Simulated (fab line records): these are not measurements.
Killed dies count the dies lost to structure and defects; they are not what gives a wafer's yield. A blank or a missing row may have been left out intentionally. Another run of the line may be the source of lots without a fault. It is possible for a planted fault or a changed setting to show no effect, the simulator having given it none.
fab line records	flow n5Finfet
record lots=7	wafers=21
route steps=1938 shown WELL_APT@21 FIN_SAQP@130 STI_FIN_REVEAL@190 SD_EPI_N@262 SDB@368 GATE_CUT@490
startH: hours from the record's opening day to when the first of the lot's shown wafers began	waitH: hours from the lot's prior step to this one	" the same as in the row above	L1.1+2: one row covering several wafers at once	- no value, or no start given	* or withheld: withheld	< > ~ a bound
route shown NAME@n: names a module that has steps shown in the file, with the first one's number in the route	usual: mean/standard deviation taken from wafers without a fault	same: alike in all rows	chamber/n: place in a boat	sites: each site's reading	_std_site: how widely they spread, as a standard deviation	_edge_site: the outer-site mean with the inner-site mean subtracted	radiusMm: how far each site lies from the wafer's centre	mask NAME#n: copy n	behind: the last tool/chamber to shape the wafer	hold: why the lot was held/for how many hours/how that ended	device: the n, p or np transistor that did not switch	end of line: tests run on the same wafers once the route is complete	a step given without rows: its recipe and nothing more	killed: count of dies lost to structure and defects at first sort (not the wafer's yield)	map: dies across one wafer; x = killed, . = not, _ = none there
set.NAME: the setting that was run; set.NAME@STEP: the one run at that earlier step	model.NAME: the simulator's own value behind a step, which no gauge read
lots with deliberately changed settings; one table per step, one row per wafer
## steps
# step N5_WELL_APT_COAT_02
# recipe spinRpm=1357	resistThkNm=950
lot.wafer	tool	chamber	startH	waitH	set.spinRpm	model.coat_of_WELL_APT_COAT_02.thkNm
L076.2	lithoTrack-02	0	-	-	1357	950.9
L076.4	"	0	"	"	1357	948.6
L076.6	"	0	"	"	1357	948.4
L078.1	lithoTrack-01	0	-	-	1357	952.7
L078.2+6	"	0	"	"	1248	992.8
L082.3	lithoTrack-02	0	-	-	1357	955.4
L082.4	"	0	"	"	1357	954.5
L082.5	"	0	"	"	1357	955.1
L083.1	lithoTrack-02	0	-	-	1238	995.6
L083.2	"	0	"	"	1357	951.5
L083.5	"	0	"	"	1238	996.1
L089.2	lithoTrack-01	0	-	-	1357	945.8
L089.3	"	0	"	"	1357	947.3
L089.4	"	0	"	"	1357	945.7
L092.1	lithoTrack-05	0	-	-	1357	949.1
L092.2	"	0	"	"	1357	946.9
L092.4	"	0	"	"	1357	947.2
L096.1	lithoTrack-05	0	-	-	1357	950.2
L096.2	"	0	"	"	1357	948.4
L096.3	"	0	"	"	1407	928.7
# step N5_WELL_APT_PEB_06
# recipe pebTempC=130	pebTimeS=90
lot.wafer	tool	chamber	startH	waitH	set.pebTimeS
L076.2+6	lithoTrack-05	0	25.98	0.0	79.37
L076.4	"	0	"	"	90
L078.1+2+6	lithoTrack-05	0	37.78	0.1	90
L082.3	lithoTrack-02	0	61.97	0.0	90
L082.4+5	"	0	"	"	74.15
L083.1	lithoTrack-02	0	67.54	0.1	90
L083.2+5	"	0	"	"	73.24
L089.2+3+4	lithoTrack-02	0	103.49	0.0	90
L092.1+2+4	lithoTrack-05	0	121.59	0.1	90
L096.1+2	lithoTrack-02	0	145.48	0.1	97.61
L096.3	"	0	"	"	90
# step N5_WELL_APT_DEVELOP_07
# recipe developTimeS=45	rinseLiquid=surfactantRinse	dry=airSpin	devTempC=21
# step N5_WELL_APT_HARDBAKE_12
# recipe tempC=130	timeS=120
# step N5_WELL_APT_CD_MEAS_08
# recipe targetCdNm=200	landingEnergyEv=500	detector=seInlens
# usual cdNm=200.8/1.4
lot.wafer	tool	chamber	startH	waitH	set.pebTimeS@WELL_APT_PEB_06	cdNm
L076.2	cdSem-01	0	26.09	-	79.37	195.5
L076.4	"	0	"	"	90	199.0
L076.6	"	0	"	"	79.37	193.9
L078.1	cdSem-03	0	37.89	-	90	200.1
L078.2	"	0	"	"	90	199.8
L078.6	"	0	"	"	90	198.7
L082.3	cdSem-02	0	62.08	-	90	202.6
L082.4	"	0	"	"	74.15	191.9
L082.5	"	0	"	"	74.15	194.9
L083.1	cdSem-03	0	67.65	-	90	198.0
L083.2	"	0	"	"	73.24	191.6
L083.5	"	0	"	"	73.24	189.9
L089.2	cdSem-01	0	103.61	-	90	201.3
L089.3	"	0	"	"	90	202.2
L089.4	"	0	"	"	90	200.5
L092.1	cdSem-02	0	121.71	-	90	199.5
L092.2	"	0	"	"	90	201.7
L092.4	"	0	"	"	90	200.2
L096.1	cdSem-01	0	145.59	-	97.61	200.8
L096.2	"	0	"	"	97.61	201.8
L096.3	"	0	"	"	90	200.0
# step N5_WELL_APT_DESCUM_13
# recipe chemistry=O2	timeS=7.9	sourcePowerW=50	biasPowerW=20	pressureMtorr=20	rfFrequencyHz=2.712e+07	tempC=40	o2FlowSccm=225
lot.wafer	tool	chamber	startH	waitH	set.pebTimeS@WELL_APT_PEB_06	model.WELL_APT.cdNm
L076.2	rieDiel-05	3	26.18	0.0	79.37	195.3
L076.4	"	0	"	"	90	199
L076.6	"	3	"	"	79.37	193.8
L078.1	rieDiel-01	1	37.98	0.0	90	200
L078.2	"	2	"	"	90	199.8
L078.6	"	0	"	"	90	198.5
L082.3	rieDiel-01	2	62.17	0.0	90	202.3
L082.4	"	1	"	"	74.15	191.8
L082.5	"	0	"	"	74.15	194.8
L083.1	rieDiel-01	3	67.74	0.0	90	198.3
L083.2	"	0	"	"	73.24	-
L083.5	"	0	"	"	73.24	189.9
L089.2	rieDiel-05	0	103.70	0.0	90	201.3
L089.3	"	3	"	"	90	202.2
L089.4	"	2	"	"	90	200.2
L092.1	rieDiel-01	0	121.86	0.1	90	199.3
L092.2	"	3	"	"	90	201.4
L092.4	"	1	"	"	90	200.2
L096.1	rieDiel-03	0	145.68	0.0	97.61	200.9
L096.2	"	2	"	"	97.61	202
L096.3	"	1	"	"	90	200.5
# step N5_WELL_APT_PEB_23
# recipe pebTempC=130	pebTimeS=90
lot.wafer	tool	chamber	startH	waitH	set.pebTimeS
L076.2+4	lithoTrack-05	0	27.25	0.0	90
L076.6	"	0	"	"	96.35
L078.1	lithoTrack-01	0	38.90	0.1	108.1
L078.2+6	"	0	"	"	90
L082.3+5	lithoTrack-02	0	63.21	0.0	90
L082.4	"	0	"	"	74.63
L083.1+5	lithoTrack-01	0	68.83	0.1	109.2
L083.2	"	0	"	"	90
L089.2+3+4	lithoTrack-02	0	104.74	0.0	90
L092.1+2+4	lithoTrack-01	0	122.90	0.1	90
L096.1+2+3	lithoTrack-02	0	146.60	0.1	90
# step N5_WELL_APT_DEVELOP_24
# recipe developTimeS=45	rinseLiquid=surfactantRinse	dry=airSpin	devTempC=21
# step N5_WELL_APT_HARDBAKE_29
# recipe tempC=130	timeS=120
# step N5_WELL_APT_CD_MEAS_25
# recipe targetCdNm=200	landingEnergyEv=500	detector=seInlens
# usual cdNm=200.0/2
lot.wafer	tool	chamber	startH	waitH	set.pebTimeS@WELL_APT_PEB_23	cdNm
L076.2	cdSem-01	0	27.37	-	90	200.2
L076.4	"	0	"	"	90	200.0
L076.6	"	0	"	"	96.35	205.6
L078.1	cdSem-03	0	39.02	-	108.1	208.9
L078.2	"	0	"	"	90	198.1
L078.6	"	0	"	"	90	204.6
L082.3	cdSem-03	0	63.33	-	90	199.5
L082.4	"	0	"	"	74.63	191.8
L082.5	"	0	"	"	90	199.1
L083.1	cdSem-03	0	68.94	-	109.2	205.9
L083.2	"	0	"	"	90	197.4
L083.5	"	0	"	"	109.2	207.8
L089.2	cdSem-03	0	104.86	-	90	199.4
L089.3	"	0	"	"	90	200.1
L089.4	"	0	"	"	90	198.9
L092.1	cdSem-02	0	123.02	-	90	204.6
L092.2	"	0	"	"	90	199.2
L092.4	"	0	"	"	90	200.1
L096.1	cdSem-01	0	146.71	-	90	200.2
L096.2	"	0	"	"	90	197.5
L096.3	"	0	"	"	90	198.9
# step N5_WELL_APT_DESCUM_30
# recipe chemistry=O2	timeS=7.9	sourcePowerW=50	biasPowerW=20	pressureMtorr=20	rfFrequencyHz=2.712e+07	tempC=40	o2FlowSccm=225
lot.wafer	tool	chamber	startH	waitH	set.timeS	set.pebTimeS@WELL_APT_PEB_23	model.WELL_APT.cdNm
L076.2	rieDiel-01	3	27.45	0.0	7.9	90	200.1
L076.4	"	0	"	"	7.031	90	200.1
L076.6	"	1	"	"	7.031	96.35	205.1
L078.1	rieDiel-03	1	39.11	0.0	7.9	108.1	209.2
L078.2	"	3	"	"	6.922	90	197.7
L078.6	"	1	"	"	7.9	90	204.4
L082.3	rieDiel-05	0	63.42	0.0	7.9	90	199.6
L082.4	"	3	"	"	7.9	74.63	191.9
L082.5	"	0	"	"	7.9	90	199.2
L083.1	rieDiel-01	2	69.03	0.0	7.9	109.2	205.8
L083.2	"	0	"	"	7.9	90	197.4
L083.5	"	2	"	"	6.259	109.2	207.5
L089.2	rieDiel-05	3	105.15	0.2	7.9	90	199.5
L089.3	"	0	"	"	6.671	90	199.6
L089.4	"	2	"	"	6.671	90	198.9
L092.1	rieDiel-05	3	123.11	0.0	7.9	90	204.7
L092.2	"	0	"	"	7.9	90	199.4
L092.4	"	2	"	"	7.9	90	200.1
L096.1	rieDiel-03	1	146.80	0.0	7.9	90	200.2
L096.2	"	0	"	"	8.54	90	197.6
L096.3	"	2	"	"	7.9	90	198.9
# step N5_FIN_SAQP_ETCH_65
# recipe chemistry=CF4	target=SiO2	targetDepthA=40	ionEnergyEv=350	timeS=4.4	pressureMtorr=10	icpW=800	biasW=400	cf4FlowSccm=80
lot.wafer	tool	chamber	startH	waitH	set.timeS	model.etch.depthNm
L076.2	rieSi-05	2	36.27	0.1	4.4	4.171
L076.4	"	0	"	"	4.4	4.008
L076.6	"	1	"	"	4.865	4.333
L078.1	rieSi-06	1	48.03	0.1	3.92	3.555
L078.2	"	3	"	"	4.4	4.105
L078.6	"	1	"	"	3.92	3.57
L082.3	rieSi-06	2	74.14	0.1	4.4	4.238
L082.4	"	3	"	"	4.4	4.077
L082.5	"	2	"	"	4.4	4.192
L083.1	rieSi-05	2	78.20	0.1	4.102	3.865
L083.2	"	3	"	"	4.102	3.811
L083.5	"	0	"	"	4.102	3.7
L089.2	rieSi-01	3	114.21	0.1	4.4	3.927
L089.3	"	0	"	"	4.4	4.019
L089.4	"	2	"	"	4.4	4.012
L092.1	rieSi-05	2	133.18	0.1	4.4	4.141
L092.2	"	3	"	"	4.4	4.072
L092.4	"	1	"	"	4.4	3.9
L096.1	rieSi-05	0	158.69	0.1	4.4	3.937
L096.2	"	1	"	"	5.221	4.512
L096.3	"	2	"	"	5.221	4.913
# step N5_STI_FIN_REVEAL_ETCHBACK_08
# recipe chemistry=C4F6/O2	target=SiO2	targetDepthA=305	timeS=10.167	ionEnergyEv=250	pressureMtorr=30	sourceW=345	biasW=185	Ar_flow_sccm=300	C4F6_flow_sccm=10	O2_flow_sccm=10
lot.wafer	tool	chamber	startH	waitH	set.timeS
L076.2	rieDiel-03	3	47.28	0.2	10.167
L076.4+6	"	1,2	"	"	10.84
L078.1+2+6	rieDiel-01	0,3,2	57.87	0.2	10.167
L082.3+5	rieDiel-03	1,2	83.45	0.1	11.94
L082.4	"	0	"	"	10.167
L083.1+2+5	rieDiel-05	2,0,1	87.63	0.2	10.167
L089.2	rieDiel-01	3	123.23	0.2	8.986
L089.3+4	"	2,1	"	"	10.167
L092.1+2+4	rieDiel-01	1,0,0	143.05	0.2	10.167
L096.1+2+3	rieDiel-05	3,1,2	169.26	0.2	10.167
# step N5_STI_FIN_REVEAL_PRECLEAN_17
# recipe chemistry=NF3:NH3	afsCycles=1	tempC=30	timeS=20	sublimationTempC=180	sublimationTimeS=60	pressureTorr=3	rfPowerW=30
lot.wafer	tool	chamber	startH	waitH	set.timeS
L076.2+4+6	remotePlasma-01	0	49.45	0.1	20
L078.1+6	remotePlasma-02	0	60.04	0.0	20
L078.2	"	0	"	"	16.53
L082.3+4	remotePlasma-01	1	85.65	0.1	20
L082.5	"	1	"	"	23.94
L083.1	remotePlasma-02	0	89.77	0.0	16.93
L083.2+5	"	0	"	"	20
L089.2+3	remotePlasma-01	1	125.42	0.1	18.05
L089.4	"	1	"	"	20
L092.1+2+4	remotePlasma-02	0	145.50	0.0	20
L096.1+3	remotePlasma-01	1	171.58	0.0	18.16
L096.2	"	1	"	"	20
# step N5_STI_FIN_REVEAL_ETCH_34
# recipe chemistry=H2	mode=isotropic	material=Si	target=Si	targetDepthA=9.7	tempC=20	pressureMtorr=4.5	icpW=300	biasW=0	h2FlowSccm=7.5	heFlowSccm=142.5
# step N5_STI_FIN_REVEAL_OXIDATION_31
# recipe chemistry=O2_PLASMA_REMOTE	tempC=150	timeS=20	pressureMtorr=1000	sourcePowerW=2000	o2FlowSccm=3000
# step N5_STI_FIN_REVEAL_SRD_23
# recipe dry=ipaMarangoni	timeS=30	tempC=23	rinseLiquid=diw
# step N5_STI_FIN_REVEAL_FIN_H_MEAS_10
# usual trenchDepthNm=51.6/0.83
lot.wafer	tool	chamber	startH	waitH	set.timeS@STI_FIN_REVEAL_ETCHBACK_08	trenchDepthNm
L076.2	ocd-02	-	50.34	0.0	10.167	51.7
L076.4	"	-	"	"	10.84	54.9
L076.6	"	-	"	"	10.84	54.6
L078.1	ocd-02	-	60.86	0.0	10.167	51.4
L078.2	"	-	"	"	10.167	50.2
L078.6	"	-	"	"	10.167	52.3
L082.3	ocd-01	-	86.51	0.0	11.94	57.6
L082.4	"	-	"	"	10.167	52.2
L082.5	"	-	"	"	11.94	58.8
L083.1	ocd-01	-	90.58	0.0	10.167	50.8
L083.2	"	-	"	"	10.167	51.5
L083.5	"	-	"	"	10.167	50.3
L089.2	ocd-02	-	126.21	0.0	8.986	46.5
L089.3	"	-	"	"	10.167	51.4
L089.4	"	-	"	"	10.167	52.1
L092.1	ocd-01	-	146.31	0.0	10.167	53.9
L092.2	"	-	"	"	10.167	52.4
L092.4	"	-	"	"	10.167	52.3
L096.1	ocd-02	-	172.39	0.0	10.167	51.5
L096.2	"	-	"	"	10.167	49.6
L096.3	"	-	"	"	10.167	51.7
# step N5_SD_EPI_N_COAT_32
# recipe resist=SOC	tempC=250	timeS=60	spinRpm=1500	resistThkNm=350
lot.wafer	tool	chamber	startH	waitH	set.spinRpm	model.SOC_of_SD_EPI_N_COAT_32.thkNm
L076.2+4	lithoTrack-01	0	65.43	0.0	1500	348.2
L076.6	"	0	"	"	1500	347.8
L078.1	lithoTrack-05	0	73.41	0.0	1350	369.8
L078.2	"	0	"	"	1500	350.2
L078.6	"	0	"	"	1500	349.8
L082.3	lithoTrack-05	0	99.51	0.0	1432	357.6
L082.4	"	0	"	"	1500	348.8
L082.5	"	0	"	"	1500	349.2
L083.1	lithoTrack-05	0	103.37	0.0	1500	350
L083.2	"	0	"	"	1551	343
L083.5	"	0	"	"	1500	349.4
L089.2	lithoTrack-02	0	136.70	0.0	1500	350.8
L089.3	"	0	"	"	1500	350.6
L089.4	"	0	"	"	1500	351.8
L092.1	lithoTrack-05	0	158.35	0.0	1500	347.8
L092.2	"	0	"	"	1500	348
L092.4	"	0	"	"	1500	348.6
L096.1	lithoTrack-02	0	183.14	0.0	1500	348.6
L096.2	"	0	"	"	1500	349.2
L096.3	"	0	"	"	1500	348
# step N5_SD_EPI_N_COAT_33
# recipe resist=SiARC	tempC=220	timeS=60	spinRpm=1500	resistThkNm=35
lot.wafer	tool	chamber	startH	waitH	set.spinRpm	model.SiARC_of_SD_EPI_N_COAT_33.thkNm
L076.2	lithoTrack-01	0	-	-	1500	35
L076.4+6	"	0	"	"	1500	35.2
L078.1+2+6	lithoTrack-05	0	-	-	1364	36.6
L082.3+4+5	lithoTrack-05	0	-	-	1500	35
L083.1+2	lithoTrack-05	0	-	-	1556	34.4
L083.5	"	0	"	"	1500	35
L089.2+3	lithoTrack-02	0	-	-	1500	35
L089.4	"	0	"	"	1410	36
L092.1+2+4	lithoTrack-05	0	-	-	1500	35
L096.1+2	lithoTrack-02	0	-	-	1500	35
L096.3	"	0	"	"	1428	35.8
# step N5_SD_EPI_N_COAT_03
# recipe resist=CAR-ArF-block	spinRpm=1500	resistThkNm=150
# step N5_SD_EPI_N_EBR_05
# recipe solvent=PGMEA	ebrWidthMm=1.5
# step N5_SD_EPI_N_DESCUM_14
# recipe chemistry=O2	timeS=7.9	sourcePowerW=50	biasPowerW=20	pressureMtorr=20	rfFrequencyHz=2.712e+07	tempC=40	resist=CAR-ArF-block	o2FlowSccm=225
# step N5_SD_EPI_N_ETCH_34
# recipe chemistry=CF4	target=SiARC	targetDepthA=455	maskMaterial=CAR-ArF-block	timeS=75.8	ionEnergyEv=80	pressureMtorr=40	sourceW=545	biasW=36	Ar_flow_sccm=100	cf4FlowSccm=100	ends=cleared
lot.wafer	tool	chamber	startH	waitH	set.spinRpm@SD_EPI_N_COAT_33	model.etch.depthNm
L076.2	rieDiel-05	2	65.92	0.0	1500	35.07
L076.4	"	0	"	"	1500	35.14
L076.6	"	3	"	"	1500	35.11
L078.1+6	rieDiel-05	3,1	74.38	0.0	1364	36.65
L078.2	"	0	"	"	1364	36.62
L082.3+4+5	rieDiel-05	1,0,3	100.00	0.0	1500	35.03
L083.1	rieDiel-03	2	103.86	0.0	1556	34.31
L083.2	"	0	"	"	1556	34.33
L083.5	"	2	"	"	1500	34.98
L089.2	rieDiel-03	1	137.10	0.0	1500	35.1
L089.3	"	2	"	"	1500	35.03
L089.4	"	1	"	"	1410	36.09
L092.1+4	rieDiel-01	2,1	159.81	0.0	1500	35.1
L092.2	"	0	"	"	1500	34.99
L096.1	rieDiel-05	1	183.86	0.0	1500	34.99
L096.2	"	3	"	"	1500	34.96
L096.3	"	0	"	"	1428	35.78
# step N5_SD_EPI_N_ETCH_45
# recipe chemistry=CH3F/O2	target=SiOCN	targetDepthA=60	maskMaterial=SOC	ionEnergyEv=60	biasW=29	pressureMtorr=15	sourceW=410	Ar_flow_sccm=150	CH3F_flow_sccm=30	O2_flow_sccm=20
lot.wafer	tool	chamber	startH	waitH	set.targetDepthA	model.etch.depthNm
L076.2	rieDiel-05	2	66.40	0.1	53.93	5.319
L076.4	"	0	"	"	60	5.947
L076.6	"	3	"	"	53.93	5.359
L078.1	rieDiel-05	3	74.87	0.1	60	5.98
L078.2	"	0	"	"	60	5.989
L078.6	"	1	"	"	56.36	5.472
L082.3	rieDiel-05	1	100.48	0.1	60	5.69
L082.4	"	0	"	"	60	5.995
L082.5	"	3	"	"	60	5.938
L083.1	rieDiel-03	2	104.34	0.1	60	5.946
L083.2	"	0	"	"	60	5.943
L083.5	"	2	"	"	60	5.958
L089.2	rieDiel-03	1	137.58	0.1	60	5.995
L089.3	"	2	"	"	60	5.956
L089.4	"	1	"	"	60	5.978
L092.1	rieDiel-01	2	160.29	0.1	60	5.972
L092.2	"	0	"	"	60	5.924
L092.4	"	1	"	"	60	6.177
L096.1	rieDiel-05	1	184.35	0.1	60	5.644
L096.2	"	3	"	"	60	5.925
L096.3	"	0	"	"	65.74	6.5
# step N5_SDB_ETCH_25
# recipe chemistry=C4F6/O2	target=SiO2	targetDepthA=100	timeS=3.3	ionEnergyEv=250	maskMaterial=SiNx	pressureMtorr=30	sourceW=345	biasW=185	Ar_flow_sccm=300	C4F6_flow_sccm=10	O2_flow_sccm=10
lot.wafer	tool	chamber	startH	waitH	set.timeS	model.etch.depthNm
L076.2	rieDiel-01	0	82.85	0.0	2.908	8.748
L076.4	"	3	"	"	3.3	9.851
L076.6	"	0	"	"	3.3	9.965
L078.1	rieDiel-01	0	93.63	0.2	3.3	9.899
L078.2	"	3	"	"	3.08	9.089
L078.6	"	0	"	"	3.08	9.255
L082.3	rieDiel-01	3	116.73	0.1	3.3	9.848
L082.4	"	0	"	"	3.3	10.09
L082.5	"	0	"	"	3.599	10.86
L083.1	rieDiel-01	0	121.01	0.1	3.814	11.46
L083.2	"	1	"	"	3.814	12.04
L083.5	"	2	"	"	3.814	11.7
L089.2	rieDiel-01	2	156.27	1.2	3.3	9.963
L089.3	"	0	"	"	3.799	11.36
L089.4	"	3	"	"	3.3	9.791
L092.1	rieDiel-01	2	177.31	0.0	3.3	10.18
L092.2	"	3	"	"	3.3	10.04
L092.4	"	0	"	"	3.3	10.06
L096.1	rieDiel-05	2	201.54	0.0	2.765	8.311
L096.2	"	3	"	"	3.3	10.05
L096.3	"	0	"	"	3.3	10.1
# step N5_GATE_CUT_DESCUM_18
# recipe chemistry=O2	timeS=7	sourcePowerW=50	biasPowerW=20	pressureMtorr=20	rfFrequencyHz=2.712e+07	tempC=40	resist=CAR-EUV	o2FlowSccm=225
lot.wafer	tool	chamber	startH	waitH	set.timeS	model.CAR-EUV_of_GATE_CUT_COAT_07.thkNm
L076.2	rieDiel-02	2	99.67	0.0	7	26.2
L076.4	"	3	"	"	7	26
L076.6	"	3	"	"	8.515	25.4
L078.1+2+6	rieDiel-02	0,3,2	110.74	0.1	7	26
L082.3	rieDiel-02	3	134.25	0.3	7	26
L082.4+5	"	3,1	"	"	6.268	26.4
L083.1	rieDiel-04	0	138.01	0.2	7	26
L083.2+5	"	2	"	"	7	26.2
L089.2	rieDiel-04	2	174.62	0.0	6.428	26.2
L089.3	"	3	"	"	6.428	26.4
L089.4	"	1	"	"	7	26
L092.1+2	rieDiel-06	0,3	194.22	0.0	7	26.2
L092.4	"	1	"	"	7	26
L096.1+2	rieDiel-04	1,2	218.31	0.0	7	26.2
L096.3	"	3	"	"	7	26.4
# step N5_GATE_CUT_ETCH_28
# recipe chemistry=N2/H2	target=underlayer	targetDepthA=130	maskMaterial=CAR-EUV	timeS=10.4	ionEnergyEv=200	pressureMtorr=30	sourceW=840	biasW=150	n2FlowSccm=200	h2FlowSccm=200	ends=cleared
# step N5_GATE_CUT_ETCH_36
# recipe chemistry=CF4	target=SiARC	targetDepthA=130	maskMaterial=CAR-EUV	timeS=21.7	ionEnergyEv=80	pressureMtorr=40	sourceW=545	biasW=36	Ar_flow_sccm=100	cf4FlowSccm=100	ends=cleared
lot.wafer	tool	chamber	startH	waitH	set.timeS@GATE_CUT_DESCUM_18	model.CAR-EUV_of_GATE_CUT_COAT_07.thkNm
L076.2+4	rieDiel-02	2,3	99.73	0.0	7	7
L076.6	"	3	"	"	8.515	6.2
L078.1+2	rieDiel-02	0,3	110.79	0.0	7	7
L078.6	"	2	"	"	7	6.8
L082.3	rieDiel-02	3	134.31	0.0	7	7
L082.4+5	"	3,1	"	"	6.268	7.4
L083.1	rieDiel-04	0	138.06	0.0	7	6.8
L083.2+5	"	2	"	"	7	7.2
L089.2	rieDiel-04	2	174.67	0.0	6.428	7.4
L089.3	"	3	"	"	6.428	7.2
L089.4	"	1	"	"	7	7
L092.1+2+4	rieDiel-06	0,3,1	194.27	0.0	7	7
L096.1+2+3	rieDiel-04	1,2,3	218.36	0.0	7	7.2
## key
split step=N5_WELL_APT_COAT_02	setting=spinRpm	stated=1357	by=wafer
response step=N5_WELL_APT_COAT_02	reading=model.coat_of_WELL_APT_COAT_02.thkNm	change=-5.08	per=1%	r=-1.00
split step=N5_WELL_APT_PEB_06	setting=pebTimeS	stated=90	by=wafer
response step=N5_WELL_APT_CD_MEAS_08	reading=cdNm	change=+0.414	per=1%	r=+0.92
response step=N5_WELL_APT_DESCUM_13	reading=model.WELL_APT.cdNm	change=+0.431	per=1%	r=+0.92
split step=N5_WELL_APT_PEB_23	setting=pebTimeS	stated=90	by=wafer
response step=N5_WELL_APT_CD_MEAS_25	reading=cdNm	change=+0.433	per=1%	r=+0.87
response step=N5_WELL_APT_DESCUM_30	reading=model.WELL_APT.cdNm	change=+0.436	per=1%	r=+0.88
split step=N5_WELL_APT_DESCUM_30	setting=timeS	stated=7.9	by=wafer
response none clear
split step=N5_FIN_SAQP_ETCH_65	setting=timeS	stated=4.4	by=wafer
response step=N5_FIN_SAQP_ETCH_65	reading=model.etch.depthNm	change=+0.0397	per=1%	r=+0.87
split step=N5_STI_FIN_REVEAL_ETCHBACK_08	setting=timeS	stated=10.167	by=wafer
response step=N5_STI_FIN_REVEAL_FIN_H_MEAS_10	reading=trenchDepthNm	change=+0.382	per=1%	r=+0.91
split step=N5_STI_FIN_REVEAL_PRECLEAN_17	setting=timeS	stated=20	by=wafer
response none clear
split step=N5_SD_EPI_N_COAT_32	setting=spinRpm	stated=1500	by=wafer
response step=N5_SD_EPI_N_COAT_32	reading=model.SOC_of_SD_EPI_N_COAT_32.thkNm	change=-1.97	per=1%	r=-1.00
split step=N5_SD_EPI_N_COAT_33	setting=spinRpm	stated=1500	by=wafer
response step=N5_SD_EPI_N_COAT_33	reading=model.SiARC_of_SD_EPI_N_COAT_33.thkNm	change=-0.166	per=1%	r=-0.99
response step=N5_SD_EPI_N_ETCH_34	reading=model.etch.depthNm	change=-0.17	per=1%	r=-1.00
split step=N5_SD_EPI_N_ETCH_45	setting=targetDepthA	stated=60	by=wafer
response step=N5_SD_EPI_N_ETCH_45	reading=model.etch.depthNm	change=+0.0698	per=1%	r=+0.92
split step=N5_SDB_ETCH_25	setting=timeS	stated=3.3	by=wafer
response step=N5_SDB_ETCH_25	reading=model.etch.depthNm	change=+0.102	per=1%	r=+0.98
split step=N5_GATE_CUT_DESCUM_18	setting=timeS	stated=7	by=wafer
response step=N5_GATE_CUT_DESCUM_18	reading=model.CAR-EUV_of_GATE_CUT_COAT_07.thkNm	change=-0.0338	per=1%	r=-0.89
response step=N5_GATE_CUT_ETCH_36	reading=model.CAR-EUV_of_GATE_CUT_COAT_07.thkNm	change=-0.0372	per=1%	r=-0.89
